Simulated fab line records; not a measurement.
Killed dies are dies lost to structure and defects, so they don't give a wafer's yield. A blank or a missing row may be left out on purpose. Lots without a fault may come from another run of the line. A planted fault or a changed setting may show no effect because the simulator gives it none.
Split-lot trial || flow n5Finfet || 21 wafers read from 7 lots, route of 1938 steps

ON THE SPLIT
At N5_SD_EPI_N_EPI_21 (deposits Si:P, time 690 s), the setting epiGrowthTimeS was moved away from the recipe's 690 s on 4 of the 21 wafers read, by -6.9% to +10.0%. The other wafers ran this setting at the recipe's value.

FROM THE SPLIT TO THE READING: what the file shows between them, 10 steps
- N5_SD_EPI_N_EPI_MEAS_23
- N5_SD_EPI_N_PRECLEAN_24: cleans in O3/DIW, time 60 s
- N5_SD_EPI_N_SRD_25: time 30 s
- N5_SD_EPI_P_HM_STRIP_48: strips SiNx in H3PO4, material SiNx, target depth 3 nm
- N5_SD_EPI_P_SRD_49: time 30 s
- N5_SD_EPI_P_PRECLEAN_24: cleans in O3/DIW, time 45 s
- N5_SD_EPI_P_PRECLEAN_32: cleans in dHF, time 10 s
- N5_SD_EPI_P_PRECLEAN_33: cleans in SC2, time 45 s
- N5_SD_ACTIVATION_RTA_00: time 0 s
- N5_SD_ACTIVATION_LSA_01: time 0.0008 s

THE READING
RS_SD_N (ohm/sq), read at N5_SD_ACTIVATION_RS_MEAS_03 with a four-point probe. On this fab line, fault-free wafers typically give 21.96 ohm/sq with a standard deviation of 0.28 ohm/sq.

{"wafer": "L077.2", "tool, chamber at the split": "epiRpcvd-04, 0", "epiGrowthTimeS as run, s": 690, "against the recipe": "recipe", "RS_SD_N, ohm/sq": 21.76, "against lot-mates on the recipe": "-"}
{"wafer": "L077.3", "tool, chamber at the split": "epiRpcvd-04, 0", "epiGrowthTimeS as run, s": 690, "against the recipe": "recipe", "RS_SD_N, ohm/sq": 21.63, "against lot-mates on the recipe": "-"}
{"wafer": "L077.5", "tool, chamber at the split": "epiRpcvd-04, 0", "epiGrowthTimeS as run, s": 690, "against the recipe": "recipe", "RS_SD_N, ohm/sq": 21.71, "against lot-mates on the recipe": "-"}
{"wafer": "L083.1", "tool, chamber at the split": "epiRpcvd-04, 0", "epiGrowthTimeS as run, s": 690, "against the recipe": "recipe", "RS_SD_N, ohm/sq": 22.24, "against lot-mates on the recipe": "-"}
{"wafer": "L083.4", "tool, chamber at the split": "epiRpcvd-04, 0", "epiGrowthTimeS as run, s": 690, "against the recipe": "recipe", "RS_SD_N, ohm/sq": 21.87, "against lot-mates on the recipe": "-"}
{"wafer": "L083.5", "tool, chamber at the split": "epiRpcvd-04, 0", "epiGrowthTimeS as run, s": 758.8, "against the recipe": "+10.0%", "RS_SD_N, ohm/sq": 20.24, "against lot-mates on the recipe": -1.82}
{"wafer": "L085.1", "tool, chamber at the split": "epiRpcvd-01, 0", "epiGrowthTimeS as run, s": 690, "against the recipe": "recipe", "RS_SD_N, ohm/sq": 22.27, "against lot-mates on the recipe": "-"}
{"wafer": "L085.2", "tool, chamber at the split": "epiRpcvd-01, 0", "epiGrowthTimeS as run, s": 690, "against the recipe": "recipe", "RS_SD_N, ohm/sq": 22.41, "against lot-mates on the recipe": "-"}
{"wafer": "L085.4", "tool, chamber at the split": "epiRpcvd-01, 0", "epiGrowthTimeS as run, s": 690, "against the recipe": "recipe", "RS_SD_N, ohm/sq": 22.14, "against lot-mates on the recipe": "-"}
{"wafer": "L086.3", "tool, chamber at the split": "epiRpcvd-04, 0", "epiGrowthTimeS as run, s": 690, "against the recipe": "recipe", "RS_SD_N, ohm/sq": 21.79, "against lot-mates on the recipe": "-"}
{"wafer": "L086.4", "tool, chamber at the split": "epiRpcvd-04, 0", "epiGrowthTimeS as run, s": 642.6, "against the recipe": "-6.9%", "RS_SD_N, ohm/sq": 23.13, "against lot-mates on the recipe": "+1.43"}
{"wafer": "L086.6", "tool, chamber at the split": "epiRpcvd-04, 0", "epiGrowthTimeS as run, s": 690, "against the recipe": "recipe", "RS_SD_N, ohm/sq": 21.61, "against lot-mates on the recipe": "-"}
{"wafer": "L089.1", "tool, chamber at the split": "epiRpcvd-01, 0", "epiGrowthTimeS as run, s": 690, "against the recipe": "recipe", "RS_SD_N, ohm/sq": 21.92, "against lot-mates on the recipe": "-"}
{"wafer": "L089.5", "tool, chamber at the split": "epiRpcvd-01, 0", "epiGrowthTimeS as run, s": 690, "against the recipe": "recipe", "RS_SD_N, ohm/sq": 21.91, "against lot-mates on the recipe": "-"}
{"wafer": "L089.6", "tool, chamber at the split": "epiRpcvd-01, 0", "epiGrowthTimeS as run, s": 690, "against the recipe": "recipe", "RS_SD_N, ohm/sq": 21.69, "against lot-mates on the recipe": "-"}
{"wafer": "L094.2", "tool, chamber at the split": "epiRpcvd-02, 0", "epiGrowthTimeS as run, s": 690, "against the recipe": "recipe", "RS_SD_N, ohm/sq": 21.98, "against lot-mates on the recipe": "-"}
{"wafer": "L094.3", "tool, chamber at the split": "epiRpcvd-02, 0", "epiGrowthTimeS as run, s": 690, "against the recipe": "recipe", "RS_SD_N, ohm/sq": 21.55, "against lot-mates on the recipe": "-"}
{"wafer": "L094.4", "tool, chamber at the split": "epiRpcvd-02, 0", "epiGrowthTimeS as run, s": 690, "against the recipe": "recipe", "RS_SD_N, ohm/sq": 21.60, "against lot-mates on the recipe": "-"}
{"wafer": "L095.1", "tool, chamber at the split": "epiRpcvd-04, 0", "epiGrowthTimeS as run, s": 690, "against the recipe": "recipe", "RS_SD_N, ohm/sq": 21.80, "against lot-mates on the recipe": "-"}
{"wafer": "L095.2", "tool, chamber at the split": "epiRpcvd-04, 0", "epiGrowthTimeS as run, s": 743.6, "against the recipe": "+7.8%", "RS_SD_N, ohm/sq": 20.98, "against lot-mates on the recipe": -0.82}
{"wafer": "L095.6", "tool, chamber at the split": "epiRpcvd-04, 0", "epiGrowthTimeS as run, s": 743.6, "against the recipe": "+7.8%", "RS_SD_N, ohm/sq": 20.85, "against lot-mates on the recipe": -0.95}

FIT RESULTS
A straight line over all 21 wafers: RS_SD_N changes by -0.151 ohm/sq for each +1% of epiGrowthTimeS; r = -0.91; the points scatter about the line by 0.25 ohm/sq.
The same after taking each lot's own level away (the mean of its wafers on the recipe; 21 wafers): -0.159 ohm/sq for each +1%; r = -0.95; scatter 0.19 ohm/sq.
That fit puts the effect of the largest move of epiGrowthTimeS on the reading at 1.6 ohm/sq.
Measured against the standard deviation above, the lots' own levels, which go from 21.700 to 22.273 ohm/sq, span 2.0 times it.
The two slopes agree, so the slope changes little with the lot-to-lot level.
Check: for one of the wafers moved furthest among these (+10.0%), held out of the fit, the line's prediction against its lot-mates is -1.38 ohm/sq. It came out at -1.82 ohm/sq against them.

ADDITIONAL SPLITS CARRIED BY THESE WAFERS
Other splits were also applied to these wafers ahead of the reading. Each is held against what the fit with the lots' levels taken away leaves over:
{"other split on the same wafers": "N5_WELL_APT_COAT_02 spinRpm", "wafers away from the commonest value": 5, "r with RS_SD_N (lot level and that fit taken away)": "+0.09"}
{"other split on the same wafers": "N5_FIN_CUT_ETCH_21 timeS", "wafers away from the commonest value": 9, "r with RS_SD_N (lot level and that fit taken away)": -0.08}

THE WHOLE CHAIN: every reading that the file lists as answering this split, in the file's order
{"step": "N5_SD_EPI_N_EPI_21", "what it does": "deposits Si:P, time 690 s", "reading": "Si-P_of_SD_EPI_N_EPI_21.thkNm (the simulator's own value, which no gauge read)", "change (the file's fit)": "+0.446 nm for each +1% of the setting", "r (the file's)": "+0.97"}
{"step": "N5_SD_EPI_N_EPI_MEAS_23", "what it does": "", "reading": "thkNm", "change (the file's fit)": "withheld for each +1% of the setting", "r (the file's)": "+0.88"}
{"step": "N5_SD_EPI_P_PRECLEAN_24", "what it does": "cleans in O3/DIW, time 45 s", "reading": "Si-P_of_SD_EPI_N_EPI_21.thkNm (the simulator's own value, which no gauge read)", "change (the file's fit)": "+0.442 nm for each +1% of the setting", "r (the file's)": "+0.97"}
{"step": "N5_SD_ACTIVATION_RS_MEAS_03", "what it does": "measures by four-point-probe", "reading": "RS_SD_N", "change (the file's fit)": "-0.168 for each +1% of the setting", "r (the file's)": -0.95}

THE FILE'S OWN FIT
RS_SD_N changes by -0.168 ohm/sq for each +1% of epiGrowthTimeS, r = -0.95.
